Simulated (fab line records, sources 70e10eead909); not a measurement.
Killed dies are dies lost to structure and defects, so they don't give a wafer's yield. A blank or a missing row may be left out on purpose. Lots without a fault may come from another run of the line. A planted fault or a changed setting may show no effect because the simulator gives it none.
A struck lot beside a sound one | flow nand_harc | 44 steps out of a route of 1302
Sound: wafers L951.1, L951.4, L951.6. Struck: wafer L966.2. The cause comes at the end.
At each step with rows: each side's tool, then ch and its chambers, then its first start. Under that, the readings that differ: sound wafers | struck wafers | difference of the means | sigmas: that difference in standard deviations of wafers without a fault.
alike: readings whose means differ by less than 2 such deviations, and words and numbers that are the same on both sides. not compared: withheld readings, readings that some wafer has no value for, bounds like >300 that may hide the same value, and numbers for which the record gives no deviation and whose values overlap.
The two part at a step that has a row with sigmas, a row that says differs or no value, or rows on one side only. Numbers that don't overlap but have no deviation are shown without sigmas and don't part them. A reading that every wafer of one side lacks parts them only if that side has two wafers or more.

first, 7 steps without rows for these wafers: NHARC_A_CHANNEL_HOLE_D1_COAT_37 (time 65 s); NHARC_A_CHANNEL_HOLE_D1_COAT_04 (resist thk 90 nm); NHARC_A_CHANNEL_HOLE_D1_SOFTBAKE_05 (time 55 s); NHARC_A_CHANNEL_HOLE_D1_EBR_06; NHARC_A_CHANNEL_HOLE_D1_EXPOSE_07 (exposes mask HOLE D1, target cd 100 nm); NHARC_A_CHANNEL_HOLE_D1_PEB_08 (peb time 65 s); NHARC_A_CHANNEL_HOLE_D1_DEVELOP_09 (develop time 35 s).
NHARC_A_CHANNEL_HOLE_D1_CD_MEAS_10: target cd 100 nm.
  sound on cd_sem-01 ch 0, day 9 17:59; struck on cd_sem-03 ch 0, day 16 01:05
  alike: cd_nm
NHARC_A_CHANNEL_HOLE_D1_OVL_MEAS_11:
  sound on overlay-02, day 9 18:05; struck on overlay-02, day 16 01:11
  alike: overlay_x_nm, overlay_y_nm
NHARC_A_CHANNEL_HOLE_D1_INSPECT_12:
  sound on defect_inspect-02, day 9 18:08; struck on defect_inspect-02, day 16 01:13
  alike: raw_defect_count
NHARC_A_CHANNEL_HOLE_D1_DESCUM_15: chemistry O2, time 3 s.
  sound on rie_diel-05 ch 2,3, day 9 18:13; struck on rie_diel-01 ch 3, day 16 01:16
  reading                         | sound          | struck | difference | sigmas
  showerhead_plenum_p_Torr (Torr) | 1.76 1.96 1.76 | 1.99   | +0.16      | +2
  alike: drypump_motor_current_A, oes_product_au, rf_vpp_V, throttle_valve_pct
  not compared: rf_hours_counter_h
NHARC_A_CHANNEL_HOLE_D1_ETCH_38: etches the open film in CF4, target depth 39 nm, time 65 s.
  sound on rie_diel-05 ch 0,2, day 9 18:18; struck on rie_diel-01 ch 0, day 16 01:22
  reading                         | sound             | struck | difference | sigmas
  rf_vpp_V (V)                    | 149.6 150.9 150.5 | 153.3  | +3.0       | +2
  showerhead_plenum_p_Torr (Torr) | 1.64 1.83 1.64    | 1.85   | +0.15      | +2
  alike: drypump_motor_current_A, oes_product_au, throttle_valve_pct
  not compared: over_etch_frac, rf_hours_counter_h
NHARC_A_CHANNEL_HOLE_D1_ETCH_39: etches the open film in N2/H2, target depth 260 nm, time 325 s.
  sound on rie_diel-05 ch 0,2,3, day 9 18:28; struck on rie_diel-01 ch 1, day 16 01:28
  reading        | sound       | struck  | difference | sigmas
  over_etch_frac | 0.3 0.3 0.3 | 0.60863 | +0.30863   |
  alike: drypump_motor_current_A, oes_product_au, rf_vpp_V, showerhead_plenum_p_Torr, throttle_valve_pct
  not compared: rf_hours_counter_h
then, 1 step without rows for these wafers: NHARC_A_CHANNEL_HOLE_D1_ETCH_34 (etches the open film in CF4/CHF3, target depth 154 nm, time 77 s).
NHARC_A_CHANNEL_HOLE_D1_ETCH_16: etches the open film in O2/COS, target depth 3100 nm, time 806 s.
  sound on rie_diel-05 ch 2,3; struck on rie_diel-01 ch 1
  alike: drypump_motor_current_A, oes_product_au, rf_vpp_V, showerhead_plenum_p_Torr, throttle_valve_pct
  not compared: over_etch_frac, rf_hours_counter_h
NHARC_A_CHANNEL_HOLE_D1_CD_MEAS_18:
  sound on cd_sem-01, day 9 19:30; struck on cd_sem-03, day 16 02:23
  alike: cd_nm
then, 6 steps without rows for these wafers: NHARC_A_CHANNEL_HOLE_D1_ETCH_19 (etches the open film in C4F8/O2/Ar, time 34.5 s); NHARC_A_CHANNEL_HOLE_D1_ETCH_20 (etches the open film in C4F8/O2/Ar, time 361.9 s, target depth 1600 nm); NHARC_A_CHANNEL_HOLE_D1_ETCH_21 (etches the open film in C4F8/O2/Ar, time 514.3 s, target depth 1600 nm); NHARC_A_CHANNEL_HOLE_D1_ETCH_22 (etches the open film in C4F8/O2/Ar, time 666.7 s, target depth 1600 nm); NHARC_A_CHANNEL_HOLE_D1_ETCH_23 (etches the open film in C4F8/O2/Ar, time 819 s, target depth 1600 nm); NHARC_A_CHANNEL_HOLE_D1_ETCH_24 (etches the open film in C4F8/O2/Ar, time 906.2 s, target depth 1500 nm).
NHARC_A_CHANNEL_HOLE_D1_ETCH_25: etches the open film in C4F8/O2/Ar, time 1040.2 s, target depth 1500 nm.
  sound on har_etch-02 ch 0, day 9 22:28; struck on har_etch-02 ch 0, day 16 05:58
  reading    | sound                | struck | difference | sigmas
  temp_c (C) | -20.10 -19.95 -20.14 | -19.84 | +0.22      | +2
  alike: drypump_motor_current_A, showerhead_plenum_p_Torr, throttle_valve_pct
  not compared: rf_hours_counter_h
then, 9 steps without rows for these wafers: NHARC_A_CHANNEL_HOLE_D1_ETCH_26 (etches the open film in C4F8/O2/Ar, time 224.1 s, target depth 300 nm); NHARC_A_CHANNEL_HOLE_D1_ETCH_33 (etches the open film in C4F8/O2/Ar, time 90 s, target depth 400 nm); NHARC_A_CHANNEL_HOLE_D1_STRIP_41 (strips in N2/H2); NHARC_A_CHANNEL_HOLE_D1_STRIP_42 (strips in CF4/CHF3); NHARC_A_CHANNEL_HOLE_D1_STRIP_43 (strips in O2/COS); NHARC_A_CHANNEL_HOLE_D1_ETCH_44 (etches the open film in CF4/O2, target depth 140 nm, overetch 14 nm, time 77 s); NHARC_A_CHANNEL_HOLE_D1_STRIP_27 (strips in O2); NHARC_A_CHANNEL_HOLE_D1_PRECLEAN_28 (cleans in SC1); NHARC_A_CHANNEL_HOLE_D1_SRD_29.
NHARC_A_CHANNEL_HOLE_D1_CD_MEAS_30:
  sound on cd_sem-01, day 10 03:52; struck on cd_sem-02, day 16 08:26
  alike: cd_nm
then, 1 step without rows for these wafers: NHARC_A_CHANNEL_HOLE_D1_XSEM_31.
NHARC_A_CHANNEL_HOLE_D1_INSPECT_40:
  sound on defect_inspect-01, day 10 04:03; struck on defect_inspect-01, day 16 08:38
  alike: raw_defect_count
then, 4 steps without rows for these wafers: NHARC_A_CHANNEL_FILL_D1_PRECLEAN_00 (cleans in SC1); NHARC_A_CHANNEL_FILL_D1_SRD_01; NHARC_A_CHANNEL_FILL_D1_ALD_02 (deposits SiO2, target thk 6 nm, pulse time 10 s, ald cycles 60); NHARC_A_CHANNEL_FILL_D1_ALD_03 (deposits SiNx, target thk 6 nm, pulse time 60 s, ald cycles 58).
NHARC_A_CHANNEL_FILL_D1_ALD_14: deposits SiO2, target thk 2.5 nm, pulse time 10 s, ald cycles 25.
  sound on ald_hk-04 ch 0,1,3, day 10 11:24; struck on ald_hk-01 ch 1, day 16 15:58
  alike: heater_power_w, precursor_pulse_height_rel
then, 2 steps without rows for these wafers: NHARC_A_CHANNEL_FILL_D1_ALD_15 (deposits SiNx, target thk 2 nm, pulse time 60 s, ald cycles 19); NHARC_A_CHANNEL_FILL_D1_ALD_16 (deposits SiO2, target thk 1.5 nm, pulse time 10 s, ald cycles 15).
-- the record jumps here: 14 days lie between the struck wafers' starts before and after (it left off in module A_CHANNEL_FILL_D1 and takes up again in module END, whose first step shown is number 1301 of the route) --
NHARC_END_WLT_00:
  sound on prober-02, day 25 09:47; struck on prober-02, day 30 22:04
  reading                           | sound             | struck | difference | sigmas
  VT_DECK1_BOTTOM                   | 0.860 0.867 0.866 | 0.907  | +0.043     | +6
  VT_DECK1_BOTTOM_INNER             | 0.868 0.876 0.869 | 0.901  | +0.030     | +4
  VT_DECK1_MEDIAN_NEAR_BOTTOM       | 0.870 0.875 0.871 | 0.900  | +0.028     | +4
  VT_DECK1_MEDIAN_NEAR_BOTTOM_INNER | 0.871 0.874 0.870 | 0.901  | +0.029     | +4
  VT_DECK1_MIDDLE                   | 0.879 0.878 0.881 | 0.919  | +0.040     | +5
  VT_DECK1_MIDDLE_INNER             | 0.873 0.878 0.887 | 0.909  | +0.030     | +4
  VT_DECK1_TOP                      | 0.892 0.887 0.889 | 0.930  | +0.041     | +5
  VT_DECK1_TOP_INNER                | 0.890 0.890 0.897 | 0.924  | +0.032     | +4
  alike: VT_DECK2_BOTTOM, VT_DECK2_BOTTOM_INNER, VT_DECK2_MEDIAN_NEAR_BOTTOM, VT_DECK2_MEDIAN_NEAR_BOTTOM_INNER, VT_DECK2_MIDDLE, VT_DECK2_MIDDLE_INNER, VT_DECK2_TOP, VT_DECK2_TOP_INNER
NHARC_END_SORT_01:
  the record has rows for the struck wafers here (prober-02 ch 0, day 31 01:22) and none for the sound ones

WHERE THEY PART
First at NHARC_A_CHANNEL_HOLE_D1_DESCUM_15; last, within this record, at NHARC_END_SORT_01.

WHY: what the simulator had put in
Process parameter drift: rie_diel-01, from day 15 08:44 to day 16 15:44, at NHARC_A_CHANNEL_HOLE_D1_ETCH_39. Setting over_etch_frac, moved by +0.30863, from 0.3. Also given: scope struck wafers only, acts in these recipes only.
